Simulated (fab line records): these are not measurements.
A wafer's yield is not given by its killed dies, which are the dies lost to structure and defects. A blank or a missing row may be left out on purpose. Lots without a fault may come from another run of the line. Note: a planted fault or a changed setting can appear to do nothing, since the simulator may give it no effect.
fab line records ; flow nand-harc
record lots=11; wafers=33; last-day=24
route steps=1159 shown A_CONTACT@938 END@1159
lots with no fault: from the same line, run without faults
start-h: start of the lot's first displayed wafer, in hours after the record's first day ; wait-h: how many hours have passed since the lot's step before this one ; " unchanged from the row above ; L1.1+2: one row covering several wafers at once ; - no value, or no start was given ; * or withheld: withheld ; < > ~ a bound
route shown NAME@n: NAME is a module with steps in the file, n the number in the route of the first one ; usual: the fault-free wafers' mean and standard deviation ; same: alike in all rows ; chamber/n: place in a boat ; sites: readings site by site ; _std_site: standard deviation of those values ; _edge_site: outer sites' mean less inner sites' ; radius-mm: how far each site lies from the wafer's centre ; mask NAME#n: copy n ; behind: the last tool/chamber to shape the wafer ; hold: the reason the lot was held/the length of the hold in hours/how it ended ; device: which transistor (n, p or np) failed to switch ; end of line: the same wafers' tests at the end of the route ; step lacking rows: just its recipe ; killed: the dies lost at the first sort to structure and to defects; this is not the yield of the wafer ; map: dies across one wafer; x = killed, . = not, _ = none there
set.NAME: the setting as run; set.NAME@STEP: as run at that earlier step ; model.NAME: the simulator's own value behind a step, which no gauge read
route steps across a sampled set of lots; one table per step, one row per wafer
services: from which hour (start-h, from the record's first day; less than 0 if before it) a tool's chamber was out of use, for how many hours, and why
## steps
# step NHARC_A_CONTACT_DESCUM_13
# recipe time-s=3; o2-flow-sccm=200; ar-flow-sccm=0; bias-power-w=0; chemistry=O2
# usual drypump-motor-current-A=5.9/0.49; oes-product-au=1.001/0.0083; rf-vpp-V=57.6/0.88; showerhead-plenum-p-Torr=1.89/0.083; throttle-valve-pct=11.311/0.0085
# same bias-power-w=0
lot.wafer;tool;chamber;start-h;wait-h;drypump-motor-current-A;oes-product-au;rf-hours-counter-h;rf-vpp-V;showerhead-plenum-p-Torr;throttle-valve-pct
L858.2;rie-diel-10;0;386.37;0.8;5.7;0.996;8;57.3;1.83;11.318
L858.6;rie-diel-10;3;386.37;0.8;5.8;1.006;-;57.9;1.88;11.310
L858.5;rie-diel-10;0;386.37;0.8;5.7;0.989;-;56.9;1.83;11.313
L862.1;rie-diel-13;3;395.02;0.1;6.2;0.999;42;59.3;1.87;11.321
L862.5;rie-diel-13;3;395.02;0.1;6.2;1.004;-;57.2;1.87;11.316
L862.6;rie-diel-13;0;395.02;0.1;5.7;1.001;-;57.9;1.90;11.314
L864.1;rie-diel-12;3;425.20;0.1;5.3;1.015;8;58.8;1.97;11.300
L864.2;rie-diel-12;0;425.20;0.1;5.4;1.004;8;56.2;1.77;11.307
L864.5;rie-diel-12;2;425.20;0.1;6.3;0.998;-;59.1;2.03;11.301
L865.1;rie-diel-10;0;430.44;0.1;5.8;0.987;26;57.9;1.82;11.319
L865.4;rie-diel-10;2;430.44;0.1;5.0;0.988;24;57.0;1.83;11.307
L865.6;rie-diel-10;0;430.44;0.1;5.7;0.986;-;58.7;1.82;11.308
L867.2;rie-diel-10;2;433.96;0.1;5.0;0.980;26;57.4;1.83;11.313
L867.1;rie-diel-10;3;433.96;0.1;5.8;0.998;27;58.2;1.88;11.304
L867.5;rie-diel-10;2;433.96;0.1;5.1;0.987;-;56.9;1.83;11.304
L866.1;rie-diel-12;0;440.23;0.1;5.4;1.006;10;57.8;1.76;11.306
L866.4;rie-diel-12;1;440.23;0.1;6.6;0.999;10;57.9;1.86;11.325
L866.6;rie-diel-12;0;440.23;0.1;5.5;0.992;-;56.6;1.76;11.310
L870.3;rie-diel-12;0;453.40;0.1;5.5;1.000;12;56.7;1.76;11.307
L870.1;rie-diel-12;1;453.40;0.1;6.6;1.011;12;57.6;1.86;11.320
L870.6;rie-diel-12;2;453.40;0.1;6.3;0.990;-;58.0;2.03;11.310
L871.3;rie-diel-12;1;455.90;0.1;6.6;1.012;12;58.5;1.86;11.306
L871.5;rie-diel-12;2;455.90;0.1;6.2;1.001;-;58.3;2.03;11.324
L871.6;rie-diel-12;3;455.90;0.1;5.3;1.013;-;58.7;1.97;11.312
L872.1;rie-diel-12;1;473.50;0.1;6.6;1.005;16;57.8;1.86;11.322
L872.4;rie-diel-12;3;473.50;0.1;5.4;1.000;17;58.0;1.97;11.315
L872.2;rie-diel-12;0;473.50;0.1;5.5;1.004;17;56.7;1.76;11.303
L874.1;rie-diel-12;2;476.20;0.1;6.3;0.994;18;57.6;2.03;11.306
L874.3;rie-diel-12;0;476.20;0.1;5.4;1.003;17;56.7;1.76;11.313
L874.6;rie-diel-12;2;476.20;0.1;6.3;1.005;-;59.8;2.03;11.313
L880.4;rie-diel-13;1;519.73;0.1;6.6;0.994;23;57.2;1.86;11.310
L880.2;rie-diel-13;2;519.73;0.1;5.9;1.005;23;57.4;1.79;11.313
L880.6;rie-diel-13;0;519.73;0.1;5.7;1.006;-;58.0;1.89;11.306
# step NHARC_A_CONTACT_ETCH_136
# recipe source-w=withheld; pressure-mtorr=20; bias-v=3000; time-s=132; target-depth-a=12870; ar-flow-sccm=withheld; c4f8-flow-sccm=withheld; o2-flow-sccm=withheld; chemistry=C4F8/O2/Ar
# usual run-length-s=132/0
lot.wafer;tool;chamber;start-h;wait-h;rf-hours-counter-h;run-length-s
L858.2;har-cap-etch-01;1;389.65;0.1;60;132
L858.6;har-cap-etch-01;0;389.65;0.1;-;132
L858.5;har-cap-etch-01;1;389.65;0.1;-;132
L862.1;har-cap-etch-01;1;396.33;0.1;61;132
L862.5;har-cap-etch-01;1;396.33;0.1;-;132
L862.6;har-cap-etch-01;0;396.33;0.1;-;132
L864.2;har-cap-etch-01;1;426.60;0.1;66;132
L864.1;har-cap-etch-01;0;426.60;0.1;66;132
L864.5;har-cap-etch-01;1;426.60;0.1;-;132
L865.1;har-cap-etch-01;0;431.95;0.1;66;132
L865.4;har-cap-etch-01;1;431.95;0.1;-;132
L865.6;har-cap-etch-01;0;431.95;0.1;-;132
L867.1;har-cap-etch-01;0;436.67;0.1;67;132
L867.2;har-cap-etch-01;1;436.67;0.1;67;132
L867.5;har-cap-etch-01;0;436.67;0.1;-;132
L866.1;har-cap-etch-01;0;441.57;0.1;68;132
L866.4;har-cap-etch-01;0;441.57;0.1;-;132
L866.6;har-cap-etch-01;0;441.57;0.1;-;132
L870.1;har-cap-etch-01;0;454.71;0.1;70;132
L870.3;har-cap-etch-01;1;454.71;0.1;-;132
L870.6;har-cap-etch-01;1;454.71;0.1;-;132
L871.3;har-cap-etch-01;1;457.76;0.1;-;132
L871.6;har-cap-etch-01;1;457.76;0.1;-;132
L871.5;har-cap-etch-01;0;457.76;0.1;-;132
L872.1;har-cap-etch-02;0;474.84;0.1;27;132
L872.2;har-cap-etch-02;1;474.84;0.1;27;132
L872.4;har-cap-etch-02;1;474.84;0.1;-;132
L874.1;har-cap-etch-03;1;477.64;0.1;105;132
L874.3;har-cap-etch-03;0;477.64;0.1;-;132
L874.6;har-cap-etch-03;1;477.64;0.1;-;132
L880.2;har-cap-etch-03;0;521.22;0.1;113;132
L880.4;har-cap-etch-03;1;521.22;0.1;-;132
L880.6;har-cap-etch-03;0;521.22;0.1;-;132
# step NHARC_A_CONTACT_ETCH_92
# recipe target-depth-a=400; over-etch-frac=0.5; time-s=85.7; ion-energy-ev=120; ch3f-flow-sccm=50; o2-flow-sccm=30; ar-flow-sccm=200; rf-w=500; bias-w=100; chemistry=CH3F/O2
# usual drypump-motor-current-A=5.9/0.5; oes-product-au=0.942/0.029; rf-vpp-V=244.1/1.8; run-length-s=106.9/0.38; showerhead-plenum-p-Torr=2.43/0.11; throttle-valve-pct=20.662/0.0098
lot.wafer;tool;chamber;start-h;wait-h;drypump-motor-current-A;oes-product-au;rf-hours-counter-h;rf-vpp-V;run-length-s;showerhead-plenum-p-Torr;throttle-valve-pct
L858.2;rie-diel-13;0;390.40;0.3;5.7;0.923;41;244.4;106.2;2.44;20.666
L858.6;rie-diel-13;0;390.40;0.3;5.7;0.925;-;245.1;106.2;2.44;20.658
L858.5;rie-diel-13;1;390.40;0.3;6.6;0.922;-;245.2;106.6;2.41;20.653
L862.1;rie-diel-12;3;397.14;0.4;5.4;0.941;2;244.5;106.7;2.53;20.663
L862.6;rie-diel-12;1;397.14;0.4;6.6;0.926;-;243.7;107.0;2.40;20.650
L862.5;rie-diel-12;2;397.14;0.4;6.2;0.932;-;245.2;107.1;2.61;20.662
L864.2;rie-diel-10;0;427.58;0.4;5.7;0.923;25;243.4;107.5;2.35;20.666
L864.1;rie-diel-10;2;427.58;0.4;5.0;0.911;23;241.3;107.2;2.35;20.667
L864.5;rie-diel-10;0;427.58;0.4;5.7;0.930;-;243.2;107.3;2.35;20.666
L865.1;rie-diel-12;3;432.73;0.4;5.4;0.941;10;245.8;106.5;2.53;20.668
L865.4;rie-diel-12;2;432.73;0.4;6.3;0.921;9;246.4;107.0;2.61;20.656
L865.6;rie-diel-12;3;432.73;0.4;5.3;0.933;-;244.9;106.4;2.53;20.666
L867.2;rie-diel-12;0;437.46;0.3;5.5;0.926;10;242.0;107.1;2.27;20.670
L867.1;rie-diel-12;2;437.46;0.3;6.3;0.918;10;246.1;106.9;2.61;20.651
L867.5;rie-diel-12;3;437.46;0.3;5.4;0.941;-;243.9;106.4;2.53;20.664
L866.1;rie-diel-10;2;442.35;0.4;5.0;1.004;29;243.6;107.5;2.35;20.662
L866.4;rie-diel-10;3;442.35;0.4;5.9;1.015;31;243.0;107.0;2.41;20.650
L866.6;rie-diel-10;0;442.35;0.4;5.7;0.999;-;242.1;107.5;2.34;20.657
L870.1;rie-diel-12;1;455.46;0.3;6.7;0.935;12;243.2;106.9;2.39;20.658
L870.3;rie-diel-12;0;455.46;0.3;5.4;0.940;13;243.1;106.7;2.27;20.674
L870.6;rie-diel-12;1;455.46;0.3;6.6;0.941;-;245.4;106.5;2.39;20.669
L871.3;rie-diel-12;2;458.51;0.3;6.3;0.932;14;246.4;107.3;2.61;20.657
L871.5;rie-diel-12;1;458.51;0.3;6.6;0.932;-;245.1;107.0;2.39;20.673
L871.6;rie-diel-12;2;458.51;0.3;6.3;0.928;-;246.0;107.3;2.61;20.668
L872.1;rie-diel-12;1;475.61;0.4;6.6;0.929;17;243.8;107.3;2.39;20.667
L872.4;rie-diel-12;2;475.61;0.4;6.3;0.935;18;246.9;78.6;2.61;20.680
L872.2;rie-diel-12;3;475.61;0.4;5.4;0.943;18;244.9;78.4;2.52;20.674
L874.1;rie-diel-10;0;478.42;0.4;5.7;0.998;49;240.7;107.1;2.34;20.653
L874.3;rie-diel-10;1;478.42;0.4;5.4;1.004;40;246.3;106.5;2.55;20.647
L874.6;rie-diel-10;3;478.42;0.4;5.8;1.007;-;244.3;107.1;2.41;20.662
L880.4;rie-diel-13;2;521.99;0.3;5.9;0.924;24;240.8;107.5;2.31;20.677
L880.2;rie-diel-13;0;521.99;0.3;5.7;0.918;23;244.3;106.0;2.42;20.666
L880.6;rie-diel-13;3;521.99;0.3;6.2;0.923;-;244.0;107.4;2.38;20.647
# step NHARC_A_CONTACT_ETCH_110
# recipe target-depth-a=500; overetch-a=50; time-s=27.5; ion-energy-ev=100; cf4-flow-sccm=80; o2-flow-sccm=20; ar-flow-sccm=0; rf-w=300; bias-w=100; chemistry=CF4/O2
# usual drypump-motor-current-A=5.9/0.51; oes-product-au=1.001/0.0093; rf-vpp-V=197.6/1.5; run-length-s=48.7/0.36; showerhead-plenum-p-Torr=1.32/0.062; throttle-valve-pct=13.397/0.0097
lot.wafer;tool;chamber;start-h;wait-h;drypump-motor-current-A;oes-product-au;rf-hours-counter-h;rf-vpp-V;run-length-s;showerhead-plenum-p-Torr;throttle-valve-pct
L858.2;rie-diel-12;2;390.98;0.1;6.2;0.996;0;201.0;49.1;1.42;13.400
L858.5;rie-diel-12;3;390.98;0.1;5.3;1.010;-;199.1;48.4;1.37;13.409
L858.6;rie-diel-12;0;390.98;0.1;5.4;1.002;-;195.2;48.4;1.24;13.390
L862.1;rie-diel-12;2;398.06;0.3;6.2;0.994;2;200.0;48.7;1.42;13.389
L862.5;rie-diel-12;2;398.06;0.3;6.2;1.001;-;199.5;48.8;1.42;13.404
L862.6;rie-diel-12;3;398.06;0.3;5.4;1.013;-;198.2;48.4;1.37;13.389
L864.2;rie-diel-10;3;428.14;0.1;5.8;1.008;24;198.0;48.9;1.31;13.407
L864.1;rie-diel-10;2;428.14;0.1;5.1;0.988;23;195.7;49.3;1.28;13.396
L864.5;rie-diel-10;0;428.14;0.1;5.7;0.996;-;196.9;49.2;1.27;13.387
L865.1;rie-diel-12;3;433.43;0.1;5.3;1.010;10;198.1;48.1;1.37;13.391
L865.4;rie-diel-12;0;433.43;0.1;5.4;1.000;9;194.6;48.8;1.23;13.389
L865.6;rie-diel-12;3;433.43;0.1;5.3;1.002;-;200.2;48.4;1.37;13.389
L867.1;rie-diel-12;3;438.00;0.1;5.4;1.008;10;199.9;48.4;1.37;13.406
L867.2;rie-diel-12;1;438.00;0.1;6.6;1.007;10;197.2;48.3;1.30;13.390
L867.5;rie-diel-12;3;438.00;0.1;5.3;1.011;-;201.4;48.1;1.37;13.396
L866.4;rie-diel-13;0;443.09;0.1;5.7;0.999;66;198.1;48.3;1.32;13.421
L866.1;rie-diel-13;2;443.09;0.1;5.9;1.005;59;197.4;49.6;1.26;13.392
L866.6;rie-diel-13;0;443.09;0.1;5.7;1.005;-;197.0;48.7;1.32;13.410
L870.3;rie-diel-12;3;456.19;0.1;5.4;0.994;14;199.2;48.2;1.37;13.399
L870.1;rie-diel-12;1;456.19;0.1;6.6;1.014;13;198.2;48.3;1.30;13.400
L870.6;rie-diel-12;3;456.19;0.1;5.3;1.004;-;198.4;48.5;1.37;13.397
L871.3;rie-diel-12;0;459.11;0.1;5.5;1.004;14;196.0;48.8;1.23;13.411
L871.6;rie-diel-12;3;459.11;0.1;5.4;1.012;-;199.5;48.2;1.37;13.387
L871.5;rie-diel-12;0;459.11;0.1;5.5;1.008;-;195.3;48.5;1.23;13.392
L872.1;rie-diel-12;0;476.13;0.1;5.4;0.995;17;195.1;48.7;1.23;13.396
L872.2;rie-diel-12;2;476.13;0.1;6.2;0.991;18;199.4;48.9;1.42;13.399
L872.4;rie-diel-12;3;476.13;0.1;5.3;1.011;18;198.3;48.8;1.37;13.398
L874.1;rie-diel-13;2;478.92;0.1;5.9;1.017;7;196.6;49.1;1.26;13.420
L874.3;rie-diel-13;3;478.92;0.1;6.2;0.995;7;196.9;49.4;1.30;13.396
L874.6;rie-diel-13;2;478.92;0.1;5.9;1.009;-;195.1;48.8;1.26;13.397
L880.4;rie-diel-12;2;522.95;0.2;6.3;1.002;27;198.3;48.7;1.41;13.389
L880.2;rie-diel-12;0;522.95;0.2;5.5;1.014;25;195.4;48.4;1.23;13.415
L880.6;rie-diel-12;2;522.95;0.2;6.3;0.989;-;199.1;48.6;1.41;13.415
# step NHARC_END_SORT_01
# recipe temp-c=25
# usual killed-at-array=27/8; killed-at-other=0.8/1.2; killed-at-periphery=3.3/2.3; killed-dies=31/8.8; killed-open=3.2/2.1; killed-short=2.1/1.4
# same gross-dies=677
lot.wafer;tool;chamber;start-h;wait-h;killed-at-array;killed-at-other;killed-at-periphery;killed-dies;killed-open;killed-short
L858.2;prober-02;0;441.83;2.8;25;1;3;29;4;1
L858.5;prober-02;0;444.23;3.7;35;0;3;38;11;4
L858.6;prober-02;0;445.03;4.0;22;1;3;26;4;3
L862.1;prober-02;0;453.74;2.5;28;1;0;29;3;2
L862.5;prober-02;0;456.91;3.7;29;0;2;31;4;3
L862.6;prober-02;0;457.70;4.0;17;0;1;18;7;1
L864.1;prober-01;0;483.41;2.5;24;1;1;26;3;1
L864.2;prober-01;0;484.21;2.8;25;3;2;30;2;2
L864.5;prober-01;0;486.58;3.7;25;1;2;28;1;1
L865.1;prober-01;0;491.14;2.5;20;0;2;22;0;4
L865.4;prober-01;0;493.57;3.4;14;0;3;17;1;3
L865.6;prober-01;0;495.18;4.0;32;0;4;36;3;4
L867.1;prober-02;0;493.98;2.5;16;0;3;19;3;2
L867.2;prober-02;0;494.78;2.8;27;0;4;31;4;3
L867.5;prober-02;0;497.20;3.7;21;0;2;23;3;0
L866.1;prober-02;0;501.81;2.5;33;1;4;38;3;5
L866.4;prober-02;0;504.22;3.4;30;0;7;37;4;1
L866.6;prober-02;0;505.82;4.0;32;0;4;36;4;1
L870.1;prober-01;0;508.45;2.5;20;3;5;28;4;3
L870.3;prober-01;0;510.05;3.1;24;2;1;27;5;1
L870.6;prober-01;0;512.45;4.0;20;3;3;26;1;4
L871.3;prober-02;0;511.19;3.1;25;1;3;29;3;5
L871.5;prober-02;0;512.78;3.7;29;3;0;32;8;4
L871.6;prober-02;0;513.57;4.0;25;0;1;26;4;0
L872.1;prober-02;0;529.72;2.5;26;1;7;34;2;1
L872.2;prober-02;0;530.53;2.8;36;1;1;38;3;5
L872.4;prober-02;0;532.15;3.4;18;0;1;19;2;1
L874.1;prober-01;0;539.82;2.5;40;2;5;47;0;1
L874.3;prober-01;0;541.43;3.1;30;3;4;37;3;2
L874.6;prober-01;0;543.84;4.0;38;1;5;44;0;1
L880.2;prober-02;0;570.11;2.8;32;0;0;32;9;2
L880.4;prober-02;0;571.71;3.4;32;1;1;34;3;4
L880.6;prober-02;0;573.31;4.0;24;0;6;30;5;3
# killed by level:class
L858.2 A_CHANNEL_HOLE_D1:chamber-film-flake=11 A_WL_FILL:chamber-film-flake=5 P_M0:geometric-particle:open=2 A_CHANNEL_FILL_D1:geometric-particle:open=2 A_CHANNEL_FILL_D1:chamber-film-flake=2 A_CONTACT:chamber-film-flake=2 A_CHANNEL_FILL_D1:geometric-particle:short=1 P_GATE:chamber-film-flake=1
L858.5 A_CHANNEL_HOLE_D1:chamber-film-flake=14 A_STAIRCASE:chamber-film-flake=7 P_CONTACT:geometric-particle:open=2 A_SGD_CUT:geometric-particle:open=2 A_WL_FILL:geometric-particle:open=2 A_CONTACT:geometric-particle:open=2 P_GATE:geometric-particle:open=1 A_SGD_CUT:geometric-particle:short=1
L858.6 A_STAIRCASE:chamber-film-flake=4 A_WL_FILL:chamber-film-flake=4 A_CHANNEL_HOLE_D1:chamber-film-flake=3 A_CONTACT:geometric-particle:open=2 P_GATE:chamber-film-flake=2 A_CONTACT:chamber-film-flake=2 P_GATE:geometric-particle:open=1 A_WL_FILL:geometric-particle:open=1
L862.1 A_CHANNEL_HOLE_D1:chamber-film-flake=14 A_STAIRCASE:chamber-film-flake=8 A_ONON_D1:geometric-particle:open=2 A_WL_FILL:geometric-particle:open=1 A_CONTACT:geometric-particle:short=1 A_M0:geometric-particle:short=1 A_CONTACT:chamber-film-flake=1 THIN_TSV:chamber-film-flake=1
L862.5 A_CHANNEL_HOLE_D1:chamber-film-flake=17 A_STAIRCASE:chamber-film-flake=4 P_M2:geometric-particle:open=1 A_SOURCE_PLATE:geometric-particle:short=1 A_ONON_D1:geometric-particle:short=1 A_CHANNEL_FILL_D1:geometric-particle:open=1 A_SGD_CUT:geometric-particle:open=1 A_CONTACT:geometric-particle:short=1
L862.6 A_CHANNEL_HOLE_D1:chamber-film-flake=4 A_STAIRCASE:chamber-film-flake=4 A_CONTACT:geometric-particle:open=3 A_BLC:geometric-particle:open=2 P_CONTACT:geometric-particle:open=1 A_CONTACT:geometric-particle:short=1 A_M0:geometric-particle:open=1 A_WL_FILL:chamber-film-flake=1
L864.1 A_CHANNEL_HOLE_D1:chamber-film-flake=10 A_SLIT:chamber-film-flake=7 A_STAIRCASE:chamber-film-flake=3 A_SOURCE_PLATE:geometric-particle:open=1 A_ONON_D1:geometric-particle:short=1 A_CONTACT:geometric-particle:open=1 A_M0:geometric-particle:open=1 P_GATE:chamber-film-flake=1
L864.2 A_CHANNEL_HOLE_D1:chamber-film-flake=12 A_SLIT:chamber-film-flake=8 THIN_TSV:chamber-film-flake=3 P_CONTACT:geometric-particle:short=1 A_SGD_CUT:geometric-particle:open=1 A_CONTACT:geometric-particle:open=1 A_M1:geometric-particle:short=1 P_STI:chamber-film-flake=1
L864.5 A_CHANNEL_HOLE_D1:chamber-film-flake=12 A_SLIT:chamber-film-flake=7 A_WL_FILL:chamber-film-flake=2 P_GATE:geometric-particle:open=1 A_CHANNEL_FILL_D1:geometric-particle:short=1 P_BONDPAD:chamber-film-flake=1 A_CHANNEL_FILL_D1:chamber-film-flake=1 A_STAIRCASE:chamber-film-flake=1
L865.1 A_SLIT:chamber-film-flake=9 A_CHANNEL_HOLE_D1:chamber-film-flake=3 A_CHANNEL_FILL_D1:chamber-film-flake=2 P_GATE:geometric-particle:short=1 A_ONON_D1:geometric-particle:short=1 A_CHANNEL_FILL_D1:geometric-particle:short=1 A_CONTACT:geometric-particle:short=1 P_ZERO_WELL:chamber-film-flake=1
L865.4 A_SLIT:chamber-film-flake=7 P_BONDPAD:chamber-film-flake=2 A_CHANNEL_HOLE_D1:chamber-film-flake=2 A_STAIRCASE:chamber-film-flake=2 P_M1:geometric-particle:open=1 A_CHANNEL_FILL_D1:geometric-particle:short=1 A_WL_FILL:geometric-particle:short=1 A_M0:geometric-particle:short=1
L867.1 A_CHANNEL_HOLE_D1:chamber-film-flake=6 A_CONTACT:chamber-film-flake=3 P_ZERO_WELL:chamber-film-flake=2 A_ONON_D1:geometric-particle:open=1 A_WL_FILL:geometric-particle:short=1 A_WL_FILL:geometric-particle:open=1 A_M0:geometric-particle:open=1 A_M0:geometric-particle:short=1
L867.2 A_CHANNEL_HOLE_D1:chamber-film-flake=11 A_CHANNEL_FILL_D1:chamber-film-flake=4 A_WL_FILL:chamber-film-flake=3 A_ONON_D1:geometric-particle:open=2 A_CONTACT:geometric-particle:short=2 P_ZERO_WELL:chamber-film-flake=2 A_CONTACT:chamber-film-flake=2 P_STI:geometric-particle:open=1
L865.6 A_SLIT:chamber-film-flake=17 A_CONTACT:geometric-particle:short=3 P_BONDPAD:chamber-film-flake=3 A_CONTACT:chamber-film-flake=3 A_CONTACT:geometric-particle:open=2 A_ZERO_WELL:chamber-film-flake=2 A_WL_FILL:geometric-particle:short=1 A_M0:geometric-particle:open=1
L867.5 A_CHANNEL_HOLE_D1:chamber-film-flake=11 A_CONTACT:chamber-film-flake=5 A_M0:geometric-particle:open=2 P_ZERO_WELL:chamber-film-flake=2 A_WL_FILL:geometric-particle:open=1 A_CHANNEL_FILL_D1:chamber-film-flake=1 A_WL_FILL:chamber-film-flake=1
L866.1 A_CHANNEL_HOLE_D1:chamber-film-flake=13 A_SLIT:chamber-film-flake=13 A_CONTACT:chamber-film-flake=2 P_CONTACT:geometric-particle:short=1 P_CONTACT:geometric-particle:open=1 A_ONON_D1:geometric-particle:short=1 A_CHANNEL_FILL_D1:geometric-particle:short=1 A_STAIRCASE:geometric-particle:open=1
L866.4 A_CHANNEL_HOLE_D1:chamber-film-flake=13 A_SLIT:chamber-film-flake=9 P_BONDPAD:chamber-film-flake=4 P_M0:chamber-film-flake=3 A_CONTACT:chamber-film-flake=3 A_CONTACT:geometric-particle:open=2 A_SGD_CUT:geometric-particle:open=1 A_M0:geometric-particle:open=1
L866.6 A_SLIT:chamber-film-flake=11 A_CHANNEL_HOLE_D1:chamber-film-flake=10 A_STAIRCASE:chamber-film-flake=3 A_CONTACT:chamber-film-flake=3 A_ONON_D1:geometric-particle:open=2 P_M0:chamber-film-flake=2 P_BONDPAD:chamber-film-flake=2 A_CONTACT:geometric-particle:short=1
L870.1 A_SLIT:chamber-film-flake=9 A_CHANNEL_HOLE_D1:chamber-film-flake=4 THIN_TSV:chamber-film-flake=3 P_CONTACT:geometric-particle:open=2 P_STI:chamber-film-flake=2 A_STAIRCASE:chamber-film-flake=2 A_ONON_D1:geometric-particle:short=1 A_WL_FILL:geometric-particle:short=1
L870.3 A_SLIT:chamber-film-flake=13 A_WL_FILL:geometric-particle:open=2 A_M0:geometric-particle:open=2 A_CHANNEL_HOLE_D1:chamber-film-flake=2 A_CONTACT:chamber-film-flake=2 THIN_TSV:chamber-film-flake=2 A_CHANNEL_FILL_D1:geometric-particle:short=1 A_SLIT:geometric-particle:open=1
L871.3 A_CHANNEL_HOLE_D1:chamber-film-flake=9 A_CONTACT:chamber-film-flake=7 A_ONON_D1:geometric-particle:open=1 A_ONON_D1:geometric-particle:short=1 A_CHANNEL_FILL_D1:geometric-particle:short=1 A_SGD_CUT:geometric-particle:short=1 A_WL_FILL:geometric-particle:short=1 A_WL_FILL:geometric-particle:open=1
L870.6 A_SLIT:chamber-film-flake=11 A_STAIRCASE:chamber-film-flake=3 THIN_TSV:chamber-film-flake=3 P_STI:chamber-film-flake=2 A_ONON_D1:geometric-particle:short=1 A_STAIRCASE:geometric-particle:short=1 A_WL_FILL:geometric-particle:short=1 A_WL_FILL:geometric-particle:open=1
L871.5 A_CHANNEL_HOLE_D1:chamber-film-flake=13 A_WL_FILL:geometric-particle:open=4 A_CONTACT:chamber-film-flake=4 A_M0:geometric-particle:open=3 THIN_TSV:chamber-film-flake=2 A_CHANNEL_FILL_D1:geometric-particle:short=1 A_CHANNEL_FILL_D1:geometric-particle:open=1 A_WL_FILL:geometric-particle:short=1
L871.6 A_CHANNEL_HOLE_D1:chamber-film-flake=15 A_STAIRCASE:chamber-film-flake=3 A_CONTACT:chamber-film-flake=3 A_CHANNEL_FILL_D1:geometric-particle:open=1 A_WL_FILL:geometric-particle:open=1 A_CONTACT:geometric-particle:open=1 A_BLC:geometric-particle:open=1 P_GATE:chamber-film-flake=1
L872.1 A_CHANNEL_HOLE_D1:chamber-film-flake=18 P_M1:chamber-film-flake=3 A_STAIRCASE:chamber-film-flake=3 A_CONTACT:chamber-film-flake=3 P_GATE:chamber-film-flake=2 P_CONTACT:geometric-particle:open=1 A_STAIRCASE:geometric-particle:short=1 A_WL_FILL:geometric-particle:open=1
L872.2 A_CHANNEL_HOLE_D1:chamber-film-flake=18 A_CONTACT:chamber-film-flake=10 A_M0:geometric-particle:short=2 P_CONTACT:geometric-particle:open=1 A_SOURCE_PLATE:geometric-particle:short=1 A_ONON_D1:geometric-particle:short=1 A_CHANNEL_FILL_D1:geometric-particle:open=1 A_CHANNEL_FILL_D1:geometric-particle:short=1
L872.4 A_CHANNEL_HOLE_D1:chamber-film-flake=11 A_CONTACT:chamber-film-flake=4 P_STI:geometric-particle:open=1 A_CHANNEL_FILL_D1:geometric-particle:open=1 A_WL_FILL:geometric-particle:short=1 A_STAIRCASE:chamber-film-flake=1
L874.1 A_CHANNEL_HOLE_D1:chamber-film-flake=25 A_SLIT:chamber-film-flake=5 A_CONTACT:chamber-film-flake=5 P_GATE:chamber-film-flake=3 A_M1:chamber-film-flake=3 THIN_TSV:chamber-film-flake=2 A_WL_FILL:geometric-particle:short=1 P_STI:chamber-film-flake=1
L874.3 A_CHANNEL_HOLE_D1:chamber-film-flake=16 P_GATE:chamber-film-flake=3 A_STAIRCASE:chamber-film-flake=3 A_SLIT:chamber-film-flake=3 A_M1:chamber-film-flake=2 A_CONTACT:chamber-film-flake=2 A_SOURCE_PLATE:geometric-particle:short=1 A_ONON_D1:geometric-particle:short=1
L874.6 A_CHANNEL_HOLE_D1:chamber-film-flake=18 A_SLIT:chamber-film-flake=7 A_CONTACT:chamber-film-flake=5 A_M1:chamber-film-flake=5 A_STAIRCASE:chamber-film-flake=3 P_GATE:chamber-film-flake=2 P_CONTACT:geometric-particle:short=1 P_STI:chamber-film-flake=1
L880.2 A_CONTACT:chamber-film-flake=10 A_CHANNEL_HOLE_D1:chamber-film-flake=5 A_CONTACT:geometric-particle:open=3 A_BLC:geometric-particle:open=2 A_WL_FILL:chamber-film-flake=2 A_SOURCE_PLATE:geometric-particle:open=1 A_ONON_D1:geometric-particle:open=1 A_CHANNEL_HOLE_D1:geometric-particle:open=1
L880.4 A_CHANNEL_HOLE_D1:chamber-film-flake=8 A_CONTACT:chamber-film-flake=6 A_BLC:chamber-film-flake=6 A_STAIRCASE:chamber-film-flake=3 A_ONON_D1:geometric-particle:short=2 A_CHANNEL_FILL_D1:chamber-film-flake=2 P_M1:geometric-particle:open=1 A_ONON_D1:geometric-particle:open=1
L880.6 A_CHANNEL_HOLE_D1:chamber-film-flake=6 A_CONTACT:chamber-film-flake=5 A_BLC:chamber-film-flake=4 A_STAIRCASE:chamber-film-flake=3 A_ONON_D1:geometric-particle:short=2 A_CONTACT:geometric-particle:open=2 P_CONTACT:geometric-particle:open=1 P_M0:geometric-particle:open=1
## services
tool;chamber;start-h;hours;kind
rie-diel-13;-;375.21;2.7;repair
rie-diel-12;-;379.40;9.0;pm
rie-diel-12;0;379.40;9.0;vent-cycle
rie-diel-12;1;379.40;9.0;vent-cycle
rie-diel-12;2;379.40;9.0;vent-cycle
rie-diel-12;3;379.40;9.0;vent-cycle
rie-diel-13;2;381.87;3.8;repair
rie-diel-10;1;387.50;7.1;repair
rie-diel-12;0;388.40;-;clean
rie-diel-12;1;388.40;-;clean
rie-diel-12;2;388.40;-;clean
rie-diel-12;3;388.40;-;clean
rie-diel-10;3;401.02;1.2;repair
rie-diel-12;0;412.90;-;clean
rie-diel-12;1;412.90;-;clean
rie-diel-12;2;412.90;-;clean
rie-diel-12;3;412.90;-;clean
rie-diel-10;1;425.89;3.1;repair
rie-diel-10;-;441.10;0.4;repair
rie-diel-13;-;453.04;9.0;pm
rie-diel-10;-;477.16;0.5;repair
rie-diel-10;3;488.32;7.0;repair
har-cap-etch-01;-;494.26;0.7;repair
rie-diel-10;1;494.55;10.0;repair
## key
first-sign step=NHARC_A_CONTACT_ETCH_92; reading=run-length-s; direction=down; sigmas=75; usual=*; struck=*
effect none on later readings
met-at NHARC_A_CONTACT_ETCH_92
struck-lots L872
struck-wafers L872.2,L872.4
tester-left-out L872
not-acting-at NHARC_A_CONTACT_DESCUM_13,NHARC_A_CONTACT_ETCH_136,NHARC_A_CONTACT_ETCH_110
onset-between 458.51 475.61
fault kind=process-parameter-drift; tool=rie-diel-12; chamber=-; onset-h=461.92; steps=NHARC_A_CONTACT_ETCH_92; channel=time-s; offset=*; shape=step; end-h=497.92; scope=struck-wafers-only; acts-in=*; stated=*
# tester-left-out: of these lots the tester's yield and bins aren't shown, on N5 and GAA mostly nor the transistor test; their killed dies are dies lost to structure and defects alone, not to doping, threshold or leakage, so they don't give the yield
